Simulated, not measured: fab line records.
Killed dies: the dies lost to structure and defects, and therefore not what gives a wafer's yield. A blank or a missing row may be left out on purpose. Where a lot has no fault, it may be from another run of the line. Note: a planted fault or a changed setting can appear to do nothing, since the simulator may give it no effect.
Chamber matching	flow nandHarc	4 sister chambers for NHARC_A_STAIRCASE_TRIM_220 on rieDiel-03
The step chemistry O2, time 211.2 s. 4 wafers are shown with their chamber, then 8 later ones without.

== WAFERS WITH THEIR CHAMBER ==
wafer	chamber	showerheadPlenumPTorr (Torr)
L088.4	1	3.55
L088.5	3	3.38
L088.6	0	3.52
L085.1	2	3.66

== WAFERS MISSING THEIR CHAMBER ==
wafer	showerheadPlenumPTorr (Torr)
L085.2	3.38
L085.4	3.52
L087.1	3.51
L087.2	3.38
L087.4	3.54
L091.2	3.54
L091.3	3.37
L091.6	3.65

== WHICH CHAMBER EACH ONE RAN IN ==
wafer	from the rows above	in truth
L085.2	3	3
L085.4	0	0
L087.1	0	0
L087.2	3	3
L087.4	can't be placed: 1 or 0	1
L091.2	can't be placed: 1 or 0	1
L091.3	3	3
L091.6	2	2
Placed correctly: 6 of 8. Can't be placed from these rows: 2 (the true chamber is among the candidates in 2). Placed wrongly: 0.
How it was worked out, from the rows above alone: a wafer's distance from a chamber is the root of the sum, over the readings, of the square of ((its reading less the chamber's mean) divided by the reading's scatter). If the next closest chamber is less than 2 further off than the closest, the wafer can't be placed; otherwise it belongs to the closest. For every chamber, the mean is computed from those of its wafers that are shown. The scatter: with one shown wafer a chamber, the root of the mean of the squares of how far each hidden wafer lies from its nearest shown one.
